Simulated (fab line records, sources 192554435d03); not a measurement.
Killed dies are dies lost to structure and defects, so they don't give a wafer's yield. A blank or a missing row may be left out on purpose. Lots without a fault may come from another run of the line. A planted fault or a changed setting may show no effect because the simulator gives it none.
Chamber matching | flow n5_finfet | N5_BEOL_M6_STRIP_19 on rie_diel-01: 4 sister chambers
The step strips in O2. 7 wafers are shown with their chamber, then 8 later ones without.

WAFERS WITH THEIR CHAMBER
wafer  | chamber | showerhead_plenum_p_Torr (Torr) | drypump_motor_current_A (A)
L082.2 | 1       | 2.11                            | 5.5
L082.5 | 1       | 2.11                            | 5.5
L084.5 | 2       | 2.17                            | 5.9
L085.2 | 0       | 2.03                            | 5.5
L085.5 | 0       | 2.03                            | 5.4
L085.6 | 3       | 2.04                            | 6.1
L091.1 | 2       | 2.16                            | 5.9

WAFERS WITHOUT THEIR CHAMBER
wafer  | showerhead_plenum_p_Torr (Torr) | drypump_motor_current_A (A)
L091.4 | 2.03                            | 6.1
L091.5 | 2.10                            | 5.5
L092.1 | 2.03                            | 5.5
L092.4 | 2.10                            | 5.5
L092.5 | 2.16                            | 5.9
L095.3 | 2.03                            | 5.5
L095.5 | 2.16                            | 5.9
L095.6 | 2.10                            | 5.5

WHICH CHAMBER EACH WENT THROUGH
wafer  | from the rows above | in truth
L091.4 | 3                   | 3
L091.5 | 1                   | 1
L092.1 | 0                   | 0
L092.4 | 1                   | 1
L092.5 | 2                   | 2
L095.3 | 0                   | 0
L095.5 | 2                   | 2
L095.6 | 1                   | 1
Placed correctly: 8 of 8. Can't be placed from these rows: 0. Placed wrongly: 0.
How it was worked out, from the rows above alone: a wafer's distance from a chamber is the root of the sum, over the readings, of the square of ((its reading less the chamber's mean) divided by the reading's scatter). The wafer belongs to the nearest chamber; if the next one is less than 2 further off, it can't be placed. A chamber's mean is the mean of its shown wafers. The scatter: the root of (the sum of the squares of (reading less its chamber's mean) over the shown wafers, divided by (wafers less chambers)).
